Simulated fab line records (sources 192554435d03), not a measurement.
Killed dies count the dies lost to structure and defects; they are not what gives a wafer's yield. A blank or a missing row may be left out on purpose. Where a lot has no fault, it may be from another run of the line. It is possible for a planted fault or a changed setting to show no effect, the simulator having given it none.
Chamber matching | flow n5 finfet | pecvd-02 running N5_PASSIVATION_PECVD_55: 3 sister chambers
The step deposits SiO2 from SiH4/N2O, target thk 400 nm, time 22.5 s. 6 wafers are shown with their chamber, then 7 later ones without.

WAFERS, EACH WITH ITS CHAMBER
wafer  | chamber | showerhead plenum p Torr (Torr) | throttle valve pct (%)
L733.6 | 0       | 8.07                            | 48.8
L735.3 | 0       | 8.06                            | 49.0
L738.2 | 1       | 7.98                            | 47.1
L738.3 | 1       | 8.01                            | 47.4
L737.2 | 2       | 8.20                            | 47.6
L737.4 | 2       | 8.21                            | 47.3

WAFERS WHOSE CHAMBER IS MISSING
wafer  | showerhead plenum p Torr (Torr) | throttle valve pct (%)
L737.6 | 8.01                            | 47.7
L742.1 | 8.06                            | 48.7
L742.3 | 8.21                            | 47.5
L742.6 | 8.06                            | 49.3
L750.3 | 8.05                            | 49.1
L750.4 | 8.22                            | 47.6
L750.6 | 8.21                            | 47.3

EACH ONE'S CHAMBER
wafer  | from the rows above | in truth
L737.6 | 1                   | 1
L742.1 | 0                   | 0
L742.3 | 2                   | 2
L742.6 | 0                   | 0
L750.3 | 0                   | 0
L750.4 | 2                   | 2
L750.6 | 2                   | 2
Correctly placed: 7 of 7. Not placeable from these rows: 0. Placed wrongly: 0.
How it was worked out, from the rows above alone: a wafer's distance from a chamber is the root of the sum, over the readings, of the square of ((its reading less the chamber's mean) divided by the reading's scatter). The wafer belongs to the nearest chamber; if the next one is less than 2 further off, it can't be placed. A chamber's mean is the mean of its shown wafers. The scatter: the root of (the sum of the squares of (reading less its chamber's mean) over the shown wafers, divided by (wafers less chambers)).
